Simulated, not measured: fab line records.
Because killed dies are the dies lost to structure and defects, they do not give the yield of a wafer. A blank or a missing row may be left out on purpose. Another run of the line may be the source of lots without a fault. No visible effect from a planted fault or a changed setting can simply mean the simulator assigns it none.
Which tool is to blame?	flow n5 finfet	24 lots, 72 wafers sampled, at 6 steps of a route of 1938

WHAT THE GAUGES SHOWED, per wafer
The record lacks any reading of a measuring or inspecting step that a usual standard deviation could be used to judge.

EACH LOT AND THE TOOL THAT RAN IT (in order: tool; ch and the chambers of the sampled wafers; start)
lot	N5_HKMG_FIN_CMP_94	N5_GATE_CUT_STRIP_42	N5_GATE_CUT_VAPOR_ETCH_49	N5_MOL_CONTACT_COAG_CMP_23	N5_MOL_CONTACT_COAG_ALD_27	N5_MOL_CONTACT_COAG_ALD_123
L074	cmp-02 ch 1,2, day 4 07:39	rie diel-05 ch 2,3, day 4 11:58	rie metal-01 ch 0,1, day 4 12:19	cmp-02 ch 0,1, day 4 22:25	ald sin-01 ch 0,1, day 4 23:12	ald sin-04 ch 0,1, day 5 01:07
L075	cmp-03 ch 1,2,3, day 4 13:16	rie diel-05 ch 0,2,3, day 4 17:33	rie metal-01 ch 0,1, day 4 17:54	cmp-02 ch 0,2,3, day 5 01:37	ald sin-04 ch 0,1,3, day 5 04:11	ald sin-01 ch 1,2,3, day 5 06:24
L076	cmp-04 ch 0,1,2, day 5 00:31	rie diel-05 ch 0,1,3, day 5 04:59	rie metal-02 ch 0,1, day 5 05:22	cmp-01 ch 0,1, day 5 13:51	ald sin-03 ch 0,2,3, day 5 16:02	ald sin-03 ch 0,3, day 5 17:10
L077	cmp-03 ch 0,3, day 5 00:40	rie diel-06 ch 1,2, day 5 05:05	rie metal-03 ch 0,1, day 5 05:27	cmp-04 ch 0,1,2, day 5 14:08	ald sin-01 ch 0,1,3, day 5 16:38	ald sin-03 ch 0,1,2, day 5 18:32
L078	cmp-02 ch 0,1, day 5 08:41	rie diel-05 ch 0,1, day 5 13:10	rie metal-01 ch 0,1, day 5 13:31	cmp-02 ch 1,2,3, day 5 21:45	ald sin-01 ch 0,1,3, day 5 22:30	ald sin-03 ch 0,1,3, day 6 00:24
L079	cmp-03 ch 1,2,3, day 5 14:08	rie diel-05 ch 2,3, day 5 18:43	rie metal-02 ch 0,1, day 5 19:05	cmp-02 ch 1,2, day 6 06:06	ald sin-01 ch 0,2,3, day 6 06:56	ald sin-01 ch 0,2,3, day 6 08:50
L080	cmp-02 ch 1,2,3, day 5 21:05	rie diel-05 ch 0,1,3, day 6 01:29	rie metal-03 ch 0,1, day 6 01:51	cmp-02 ch 0,1,3, day 6 12:16	ald sin-03 ch 0,1,2, day 6 13:07	ald sin-03 ch 1,2,3, day 6 15:07
L081	cmp-03 ch 1,2,3, day 6 02:10	rie diel-03 ch 0,2,3, day 6 06:37	rie metal-02 ch 1, day 6 07:11	cmp-01 ch 1,3, day 6 16:50	ald sin-01 ch 0,1, day 6 17:41	ald sin-03 ch 0,1, day 6 19:35
L082	cmp-04 ch 1,2,3, day 6 06:35	rie diel-06 ch 0,1,2, day 6 11:13	rie metal-01 ch 0,1, day 6 11:35	cmp-02 ch 0,2,3, day 6 21:29	ald sin-04 ch 0,3, day 6 22:16	ald sin-01 ch 0,1, day 7 00:10
L083	cmp-03 ch 2,3, day 6 12:47	rie diel-03 ch 0,1, day 6 17:19	rie metal-03 ch 0, day 6 17:53	cmp-04 ch 0,2,3, day 7 03:43	ald sin-04 ch 1,2, day 7 04:30	ald sin-01 ch 0,2,3, day 7 06:37
L084	cmp-04 ch 0,1,3, day 6 21:17	rie diel-03 ch 0,2,3, day 7 01:28	rie metal-02 ch 0,1, day 7 01:50	cmp-04 ch 0,1,2, day 7 09:32	ald sin-01 ch 0,2,3, day 7 10:21	ald sin-03 ch 0,1,3, day 7 12:15
L085	cmp-02 ch 0,1,2, day 7 02:21	rie diel-05 ch 1,2,3, day 7 06:59	rie metal-03 ch 0,1, day 7 07:21	cmp-01 ch 0,1,3, day 7 17:18	ald sin-03 ch 0,1,3, day 7 18:20	ald sin-04 ch 0,1,3, day 7 20:20
L086	cmp-02 ch 0,1,3, day 7 06:25	rie diel-06 ch 0,2,3, day 7 10:57	rie metal-01 ch 1, day 7 11:31	cmp-02 ch 1,2,3, day 7 21:29	ald sin-03 ch 0,2,3, day 7 22:19	ald sin-03 ch 1,2,3, day 8 00:17
L087	cmp-02 ch 1,2, day 7 13:05	rie diel-05 ch 2,3, day 7 17:17	rie metal-03 ch 0,1, day 7 17:39	cmp-04 ch 0,3, day 8 06:25	ald sin-01 ch 0,1, day 8 07:17	ald sin-04 ch 0,1,3, day 8 09:11
L088	cmp-03 ch 1,2,3, day 7 19:38	rie diel-03 ch 0,1,3, day 8 00:00	rie metal-02 ch 0,1, day 8 00:22	cmp-02 ch 0,1,3, day 8 10:53	ald sin-01 ch 1,2,3, day 8 11:42	ald sin-04 ch 0,1,2, day 8 14:02
L089	cmp-03 ch 1,2, day 8 05:13	rie diel-03 ch 0,1,3, day 8 09:38	rie metal-03 ch 0,1, day 8 10:00	cmp-04 ch 0,1,3, day 8 18:50	ald sin-04 ch 0,2,3, day 9 00:13	ald sin-01 ch 0,2, day 9 02:13
L090	cmp-03 ch 1,2,3, day 8 11:48	rie diel-06 ch 0,2,3, day 8 17:56	rie metal-01 ch 0,1, day 8 18:44	cmp-01 ch 2,3, day 9 09:08	ald sin-01 ch 0,1,2, day 9 09:56	ald sin-01 ch 0,1,3, day 9 12:10
L091	cmp-04 ch 1,2, day 8 16:07	rie diel-05 ch 0,1,3, day 8 20:45	rie metal-03 ch 0,1, day 8 21:07	cmp-04 ch 0,1,2, day 9 12:15	ald sin-03 ch 0,3, day 9 13:04	ald sin-01 ch 0,3, day 9 14:58
L092	cmp-04 ch 1,2,3, day 8 17:16	rie diel-06 ch 0,2,3, day 8 23:47	rie metal-03 ch 0,1, day 9 00:08	cmp-02 ch 0,1,3, day 9 12:33	ald sin-01 ch 1,2,3, day 9 13:22	ald sin-03 ch 0,2,3, day 9 15:16
L093	cmp-03 ch 0,2, day 9 00:05	rie diel-06 ch 1,2,3, day 9 05:50	rie metal-01 ch 1, day 9 06:12	cmp-01 ch 1,2, day 9 15:55	ald sin-04 ch 1,2,3, day 9 16:44	ald sin-03 ch 0,1,2, day 9 18:39
L094	cmp-03 ch 0,2,3, day 9 07:07	rie diel-06 ch 0,1,2, day 9 11:28	rie metal-01 ch 0,1, day 9 11:49	cmp-04 ch 0,1,2, day 9 21:09	ald sin-04 ch 0,1,3, day 9 21:56	ald sin-03 ch 1,2,3, day 9 23:55
L095	cmp-02 ch 0,2, day 9 16:40	rie diel-05 ch 0,2, day 9 21:09	rie metal-02 ch 0,1, day 9 21:31	cmp-01 ch 2,3, day 10 05:53	ald sin-03 ch 0,1,2, day 10 06:42	ald sin-04 ch 0,1,2, day 10 08:37
L096	cmp-02 ch 0,1,3, day 9 23:31	rie diel-06 ch 1,3, day 10 03:53	rie metal-01 ch 0,1, day 10 04:14	cmp-02 ch 0,1,2, day 10 13:27	ald sin-04 ch 0,1, day 10 14:14	ald sin-04 ch 0,1,2, day 10 16:29
L097	cmp-03 ch 0,2, day 10 03:23	rie diel-03 ch 0,1, day 10 07:52	rie metal-01 ch 0,1, day 10 08:14	cmp-02 ch 0,2,3, day 10 16:15	ald sin-04 ch 0,1,3, day 10 17:04	ald sin-01 ch 0,1,3, day 10 18:58
- N5_HKMG_FIN_CMP_94: polishes, stops on SiNx, t overpolish 4.7 s, target thk 43.299 nm.
- N5_GATE_CUT_STRIP_42: strips in O2.
- N5_GATE_CUT_VAPOR_ETCH_49: etches TiAlC in BCl3/Cl2.
- N5_MOL_CONTACT_COAG_CMP_23: polishes, stops on SiO2, t overpolish 1.5 s, target thk 0 nm.
- N5_MOL_CONTACT_COAG_ALD_27: deposits SiOC, target thk 17 nm, pulse time 1.5 s, time 2720 s.
- N5_MOL_CONTACT_COAG_ALD_123: deposits SiNx, target thk 5 nm, pulse time 1 s, purge time 2 s.

AS READ BY THE TOOLS THEMSELVES (means over the sampled wafers that have a number; for cases with no such wafer, the mark the record gives instead)
N5_HKMG_FIN_CMP_94.
lot	tool	motor current A (A)	slurry flow ml min
L074	cmp-02	12.0	150.4
L075	cmp-03	12.2	150.5
L076	cmp-04	12.8	149.7
L077	cmp-03	13.2	150.1
L078	cmp-02	12.0	150.2
L079	cmp-03	12.1	149.7
L080	cmp-02	12.8	149.7
L081	cmp-03	11.8	150.3
L082	cmp-04	12.6	149.9
L083	cmp-03	12.2	149.7
L084	cmp-04	12.1	149.8
L085	cmp-02	11.9	150.5
L086	cmp-02	12.7	150.1
L087	cmp-02	13.3	149.4
L088	cmp-03	12.2	149.8
L089	cmp-03	11.9	149.7
L090	cmp-03	12.4	149.7
L091	cmp-04	13.1	149.6
L092	cmp-04	12.4	150.1
L093	cmp-03	12.1	149.9
L094	cmp-03	12.9	149.8
L095	cmp-02	10.5	149.9
L096	cmp-02	12.8	150.1
L097	cmp-03	12.1	150.1

N5_GATE_CUT_STRIP_42.
lot	tool	drypump motor current A (A)	oes product au (a.u.)	rf vpp V (V)	showerhead plenum p Torr (Torr)	throttle valve pct (%)
L074	rie diel-05	5.6	0.75	3.4	2.16	16.74
L075	rie diel-05	5.6	0.76	3.3	2.12	16.64
L076	rie diel-05	5.4	0.75	3.3	2.09	16.67
L077	rie diel-06	5.5	0.87	3.4	2.10	16.73
L078	rie diel-05	5.5	0.73	3.4	2.02	16.81
L079	rie diel-05	5.6	0.75	3.7	2.15	16.75
L080	rie diel-05	5.4	0.75	4.3	2.09	16.69
L081	rie diel-03	5.1	0.76	3.8	2.12	16.56
L082	rie diel-06	5.5	0.81	4.2	2.06	16.83
L083	rie diel-03	5.2	0.71	3.5	2.17	16.66
L084	rie diel-03	5.1	0.76	3.9	2.12	16.58
L085	rie diel-05	5.7	0.71	3.0	2.08	16.90
L086	rie diel-06	6.0	0.81	3.5	2.06	16.75
L087	rie diel-05	5.8	0.71	3.2	2.11	16.87
L088	rie diel-03	5.2	0.75	3.5	2.15	16.63
L089	rie diel-03	5.2	0.75	3.3	2.15	16.63
L090	rie diel-06	6.0	0.80	3.3	2.05	16.76
L091	rie diel-05	5.4	0.74	3.5	2.08	16.72
L092	rie diel-06	6.0	0.79	3.4	2.05	16.76
L093	rie diel-06	5.9	0.84	2.9	2.09	16.70
L094	rie diel-06	5.5	0.80	3.5	2.05	16.88
L095	rie diel-05	5.8	0.71	3.5	2.07	16.82
L096	rie diel-06	6.3	0.86	4.0	2.13	16.51
L097	rie diel-03	5.3	0.69	3.3	2.16	16.72

N5_GATE_CUT_VAPOR_ETCH_49.
lot	tool	drypump motor current A (A)	oes product au (a.u.)
L074	rie metal-01	5.8	0.78
L075	rie metal-01	5.9	0.72
L076	rie metal-02	6.5	0.82
L077	rie metal-03	5.6	0.65
L078	rie metal-01	5.7	0.78
L079	rie metal-02	6.6	0.83
L080	rie metal-03	5.6	0.65
L081	rie metal-02	6.5	0.82
L082	rie metal-01	5.7	0.77
L083	rie metal-03	6.2	0.77
L084	rie metal-02	6.6	0.82
L085	rie metal-03	5.6	0.92
L086	rie metal-01	5.6	0.81
L087	rie metal-03	5.6	0.90
L088	rie metal-02	6.6	0.81
L089	rie metal-03	5.6	0.89
L090	rie metal-01	5.9	0.71
L091	rie metal-03	5.6	0.88
L092	rie metal-03	5.9	0.83
L093	rie metal-01	5.6	0.81
L094	rie metal-01	5.9	0.70
L095	rie metal-02	6.5	0.80
L096	rie metal-01	5.9	0.70
L097	rie metal-01	5.9	0.70

N5_MOL_CONTACT_COAG_CMP_23.
lot	tool	motor current A (A)	overpolish run s (s)	slurry flow ml min	time to endpoint s (s)
L074	cmp-02	8.3	1.501	150.0	7.3
L075	cmp-02	7.6	1.494	150.0	9.4
L076	cmp-01	8.3	1.505	150.2	8.8
L077	cmp-04	8.5	1.507	150.0	9.0
L078	cmp-02	8.2	1.497	150.1	10.4
L079	cmp-02	7.9	1.505	149.7	9.5
L080	cmp-02	8.5	1.510	149.5	9.1
L081	cmp-01	7.7	1.504	150.2	8.5
L082	cmp-02	7.5	1.496	150.6	10.7
L083	cmp-04	7.8	1.499	150.3	9.7
L084	cmp-04	9.0	1.499	150.4	12.0
L085	cmp-01	7.9	1.500	150.2	11.2
L086	cmp-02	8.4	1.505	150.4	9.9
L087	cmp-04	7.7	1.499	149.9	13.0
L088	cmp-02	8.6	1.497	149.6	9.9
L089	cmp-04	8.0	1.491	150.2	11.7
L090	cmp-01	9.4	1.499	150.0	10.5
L091	cmp-04	8.3	1.507	150.0	11.2
L092	cmp-02	8.4	1.498	149.6	12.0
L093	cmp-01	8.6	1.499	149.8	8.6
L094	cmp-04	8.5	1.491	149.8	9.5
L095	cmp-01	8.4	1.499	149.8	9.4
L096	cmp-02	7.9	1.498	149.9	9.5
L097	cmp-02	7.3	1.498	149.6	12.8

N5_MOL_CONTACT_COAG_ALD_27.
lot	tool	heater power w (W)	precursor pulse height rel
L074	ald sin-01	830	1.005
L075	ald sin-04	836	1.004
L076	ald sin-03	833	1.012
L077	ald sin-01	823	0.995
L078	ald sin-01	835	0.988
L079	ald sin-01	901	1.000
L080	ald sin-03	810	0.991
L081	ald sin-01	829	0.986
L082	ald sin-04	792	0.987
L083	ald sin-04	838	1.004
L084	ald sin-01	893	0.993
L085	ald sin-03	811	1.003
L086	ald sin-03	830	0.993
L087	ald sin-01	824	0.993
L088	ald sin-01	856	0.983
L089	ald sin-04	853	0.991
L090	ald sin-01	875	1.001
L091	ald sin-03	872	1.015
L092	ald sin-01	858	1.004
L093	ald sin-04	787	0.997
L094	ald sin-04	832	0.993
L095	ald sin-03	802	0.993
L096	ald sin-04	908	0.989
L097	ald sin-04	829	0.995

N5_MOL_CONTACT_COAG_ALD_123.
lot	tool	heater power w (W)	precursor pulse height rel
L074	ald sin-04	859	0.991
L075	ald sin-01	854	1.004
L076	ald sin-03	853	0.994
L077	ald sin-03	793	0.977
L078	ald sin-03	811	1.000
L079	ald sin-01	882	1.021
L080	ald sin-03	797	1.015
L081	ald sin-03	826	0.985
L082	ald sin-01	843	1.005
L083	ald sin-01	901	0.993
L084	ald sin-03	816	1.010
L085	ald sin-04	825	0.997
L086	ald sin-03	802	1.006
L087	ald sin-04	846	0.991
L088	ald sin-04	897	0.994
L089	ald sin-01	907	0.982
L090	ald sin-01	831	1.009
L091	ald sin-01	854	0.998
L092	ald sin-03	816	1.017
L093	ald sin-03	802	0.994
L094	ald sin-03	792	0.982
L095	ald sin-04	886	0.987
L096	ald sin-04	888	1.003
L097	ald sin-01	854	1.017

THE ANSWER, worked out from the rows above alone
Rule: what is usual is taken from the lots themselves. The widest of any qualifying gaps counts: lots, ordered by their means at a reading, are off when they make up no more than a third of the lots, leave a main group of 4 or more, and stand apart from it by 3 or more times the standard deviation of that group's means. Not used: any main group whose means are identical at the precision the tables above print for the reading. Also off: a lot with no number at a reading for which 4 or more lots have one. Where the step has rows for the other lots, those lots are counted as sound. After the gauges, taken in route order, come the tools' own readings; for these a lot's mean is taken, as printed above. At the first step where some lot is off, the reading lying furthest off is the one used; lots without a number count as furthest.
Nothing can be told from this: no lot is off at any reading shown.

WHAT THE SIMULATOR HAD INSERTED
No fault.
